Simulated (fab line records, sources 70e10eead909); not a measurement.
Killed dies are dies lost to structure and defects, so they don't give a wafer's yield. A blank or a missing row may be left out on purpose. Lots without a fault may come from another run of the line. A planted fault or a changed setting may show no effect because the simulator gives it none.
Which tool did it? | flow nand_harc | 15 lots, 45 wafers sampled, at 4 steps of a route of 1159

WHAT THE GAUGES READ, wafer by wafer
The record holds no reading of a measuring or inspecting step that can be judged against a usual standard deviation.

WHICH TOOL RAN EACH LOT (tool, then ch and the chambers of the sampled wafers, then the start)
lot  | NHARC_P_CONTACT_DEGAS_38     | NHARC_P_M0_DESCUM_14               | NHARC_P_M0_PVD_20            | NHARC_P_M0_CMP_23
L766 | pvd_sputter-01, day 6 00:26  | rie_diel-06 ch 0,1,2, day 6 08:05  | pvd_sputter-02, day 6 09:07  | cmp-04 ch 1,2, day 6 10:04
L765 | pvd_sputter-03, day 6 01:02  | rie_diel-04 ch 2,3, day 6 10:06    | pvd_sputter-02, day 6 11:07  | cmp-03 ch 1,2,3, day 6 12:07
L767 | pvd_sputter-02, day 6 05:08  | rie_diel-06 ch 0,2,3, day 6 17:20  | pvd_sputter-02, day 6 18:21  | cmp-02 ch 1,2,3, day 6 19:20
L769 | pvd_sputter-02, day 6 12:29  | rie_diel-06 ch 0,3, day 6 20:52    | pvd_sputter-02, day 6 21:56  | cmp-02 ch 1,2,3, day 6 22:55
L768 | pvd_sputter-01, day 6 12:58  | rie_diel-07 ch 0,1, day 6 21:25    | pvd_sputter-01, day 6 22:28  | cmp-03 ch 0,1, day 6 23:28
L771 | pvd_sputter-03, day 7 03:05  | rie_diel-06 ch 0,1,2, day 7 06:17  | pvd_sputter-01, day 7 07:25  | cmp-04 ch 1,2, day 7 08:22
L772 | pvd_sputter-03, day 7 11:40  | rie_diel-07 ch 1,2, day 7 15:06    | pvd_sputter-02, day 7 16:14  | cmp-02 ch 2,3, day 7 17:13
L773 | pvd_sputter-02, day 7 17:27  | rie_diel-04 ch 0,2,3, day 8 02:04  | pvd_sputter-01, day 8 03:08  | cmp-03 ch 0,1,2, day 8 04:07
L774 | pvd_sputter-03, day 7 20:55  | rie_diel-06 ch 1,2, day 8 05:13    | pvd_sputter-03, day 8 06:16  | cmp-02 ch 0,1,2, day 8 07:14
L781 | pvd_sputter-03, day 9 16:24  | rie_diel-07 ch 0,1,3, day 9 22:19  | pvd_sputter-03, day 9 23:21  | cmp-04 ch 1,2, day 10 00:19
L782 | pvd_sputter-02, day 9 16:50  | rie_diel-04 ch 0,1,3, day 9 22:35  | pvd_sputter-03, day 9 23:40  | cmp-04 ch 0,1,2, day 10 00:43
L783 | pvd_sputter-03, day 10 11:05 | rie_diel-04 ch 0,2, day 10 18:31   | pvd_sputter-02, day 10 19:32 | cmp-04 ch 1,3, day 10 20:32
L785 | pvd_sputter-02, day 10 12:37 | rie_diel-04 ch 0,1,3, day 10 19:00 | pvd_sputter-03, day 10 20:01 | cmp-04 ch 0,3, day 10 21:02
L787 | pvd_sputter-03, day 11 00:04 | rie_diel-07 ch 0,1,2, day 11 02:46 | pvd_sputter-02, day 11 03:52 | cmp-02 ch 0,1,3, day 11 05:22
L786 | pvd_sputter-01, day 11 00:22 | rie_diel-07 ch 0,1,3, day 11 03:05 | pvd_sputter-03, day 11 04:16 | cmp-03 ch 1,2, day 11 05:22
- NHARC_P_CONTACT_DEGAS_38: time 60 s.
- NHARC_P_M0_DESCUM_14: chemistry O2, time 3 s.
- NHARC_P_M0_PVD_20: deposits TaN, target thk 5 nm, time 8.06 s.
- NHARC_P_M0_CMP_23: polishes, t overpolish 20 s, target thk 117.53 nm.

WHAT THE TOOLS THEMSELVES READ (means of the sampled wafers that have a number; where no wafer has one, the mark that the record gives instead)
NHARC_P_CONTACT_DEGAS_38. Usual: heater_power_w 436 W, standard deviation 48.
lot  | tool           | heater_power_w (W) | flag
L766 | pvd_sputter-01 | 505                |
L765 | pvd_sputter-03 | 454                |
L767 | pvd_sputter-02 | 428                |
L769 | pvd_sputter-02 | 428                |
L768 | pvd_sputter-01 | 444                |
L771 | pvd_sputter-03 | 421                |
L772 | pvd_sputter-03 | 411                |
L773 | pvd_sputter-02 | 425                |
L774 | pvd_sputter-03 | 455                |
L781 | pvd_sputter-03 | 429                |
L782 | pvd_sputter-02 | 418                |
L783 | pvd_sputter-03 | 457                |
L785 | pvd_sputter-02 | 417                |
L787 | pvd_sputter-03 | 443                |
L786 | pvd_sputter-01 | 513                |

NHARC_P_M0_DESCUM_14. Usual: drypump_motor_current_A 5.7 A, standard deviation 0.31; oes_product_au 0.996 a.u., standard deviation 0.014; rf_vpp_V 57.8 V, standard deviation 0.88; showerhead_plenum_p_Torr 1.91 Torr, standard deviation 0.099; throttle_valve_pct 11.311 %, standard deviation 0.0095.
lot  | tool        | drypump_motor_current_A (A) | oes_product_au (a.u.) | rf_vpp_V (V) | showerhead_plenum_p_Torr (Torr) | throttle_valve_pct (%) | flag
L766 | rie_diel-06 | 5.9                         | 0.991                 | 57.7         | 1.97                            | 11.312                 |
L765 | rie_diel-04 | 6.0                         | 0.991                 | 57.9         | 1.94                            | 11.303                 |
L767 | rie_diel-06 | 5.8                         | 1.011                 | 58.2         | 1.99                            | 11.302                 |
L769 | rie_diel-06 | 5.9                         | 1.004                 | 58.0         | 1.92                            | 11.317                 |
L768 | rie_diel-07 | 5.5                         | 0.987                 | 57.8         | 1.89                            | 11.314                 |
L771 | rie_diel-06 | 5.9                         | 0.995                 | 57.9         | 1.97                            | 11.308                 |
L772 | rie_diel-07 | 5.4                         | 0.993                 | 56.1         | 1.89                            | 11.320                 |
L773 | rie_diel-04 | 5.9                         | 0.999                 | 58.2         | 1.94                            | 11.308                 |
L774 | rie_diel-06 | 5.9                         | 0.999                 | 57.2         | 1.91                            | 11.309                 |
L781 | rie_diel-07 | 5.4                         | 0.991                 | 57.4         | 1.89                            | 11.314                 |
L782 | rie_diel-04 | 5.8                         | 0.990                 | 57.3         | 1.94                            | 11.309                 |
L783 | rie_diel-04 | 5.8                         | 0.995                 | 57.6         | 1.95                            | 11.310                 |
L785 | rie_diel-04 | 5.8                         | 0.994                 | 57.6         | 1.94                            | 11.315                 |
L787 | rie_diel-07 | 5.4                         | 0.997                 | 56.9         | 1.89                            | 11.310                 |
L786 | rie_diel-07 | 5.4                         | 1.010                 | 57.3         | 1.89                            | 11.318                 |

NHARC_P_M0_PVD_20. Usual: bias_v 168.6 V, standard deviation 1.7; cathode_dc_power_W 15000 W, standard deviation 2.7; chamber_pressure_pa 0.12 Pa, standard deviation 0.00022; throttle_valve_pct 29.8 %, standard deviation 1.1.
lot  | tool           | bias_v (V) | cathode_dc_power_W (W) | chamber_pressure_pa (Pa) | throttle_valve_pct (%) | flag
L766 | pvd_sputter-02 | 167.9      | 15004                  | 0.12                     | 28.6                   |
L765 | pvd_sputter-02 | 168.9      | 15003                  | 0.12                     | 29.4                   |
L767 | pvd_sputter-02 | 169.6      | 15000                  | 0.12                     | 29.7                   |
L769 | pvd_sputter-02 | 169.5      | 15000                  | 0.12                     | 29.0                   |
L768 | pvd_sputter-01 | 167.1      | 14999                  | 0.12                     | 30.0                   |
L771 | pvd_sputter-01 | -          | -                      | -                        | -                      | OFF
L772 | pvd_sputter-02 | -          | -                      | -                        | -                      | OFF
L773 | pvd_sputter-01 | -          | -                      | -                        | -                      | OFF
L774 | pvd_sputter-03 | 169.7      | 14999                  | 0.12                     | 30.2                   |
L781 | pvd_sputter-03 | 169.1      | 15001                  | 0.12                     | 29.7                   |
L782 | pvd_sputter-03 | 168.7      | 15000                  | 0.12                     | 29.6                   |
L783 | pvd_sputter-02 | 169.2      | 15000                  | 0.12                     | 29.3                   |
L785 | pvd_sputter-03 | 169.3      | 15000                  | 0.12                     | 29.2                   |
L787 | pvd_sputter-02 | 167.8      | 14997                  | 0.12                     | 30.3                   |
L786 | pvd_sputter-03 | 167.8      | 15002                  | 0.12                     | 29.5                   |

NHARC_P_M0_CMP_23. Usual: motor_current_A 12.3 A, standard deviation 1.2; time_to_endpoint_s 29 s, standard deviation 3.8.
lot  | tool   | motor_current_A (A) | time_to_endpoint_s (s) | flag
L766 | cmp-04 | 12.5                | 27                     |
L765 | cmp-03 | 13.6                | 31                     |
L767 | cmp-02 | 12.1                | 28                     |
L769 | cmp-02 | 12.4                | 27                     |
L768 | cmp-03 | 11.2                | 32                     |
L771 | cmp-04 | 12.9                | 23                     |
L772 | cmp-02 | 12.0                | 27                     |
L773 | cmp-03 | 11.7                | 25                     |
L774 | cmp-02 | 12.1                | 26                     |
L781 | cmp-04 | 12.4                | 30                     |
L782 | cmp-04 | 12.6                | 29                     |
L783 | cmp-04 | 11.5                | 32                     |
L785 | cmp-04 | 11.9                | 35                     |
L787 | cmp-02 | 12.8                | 29                     |
L786 | cmp-03 | 11.8                | 27                     |

THE ANSWER, worked out from the rows above alone
Rule: a lot is off if the mean of its wafers that have a number lies more than 3 standard deviations from the usual mean. A lot without any number at a reading at which 4 lots or more have one is off too. The other lots that the step has rows for count as sound. The gauges are gone through in route order, then the tools' own readings, and for those a lot's mean is taken as printed above. The first step at which some lot is off is used, and at that step the reading that is off furthest; a lot without a number counts as furthest.
Off: L771, L772, L773, at NHARC_P_M0_PVD_20 (bias_v). Without a number there: L771, L772, L773.
A tool fits if, at that step or a process step before it, it ran every lot that is off, and no sound lot after the first of them. None of those tried fits.

WHAT THE SIMULATOR HAD PUT IN
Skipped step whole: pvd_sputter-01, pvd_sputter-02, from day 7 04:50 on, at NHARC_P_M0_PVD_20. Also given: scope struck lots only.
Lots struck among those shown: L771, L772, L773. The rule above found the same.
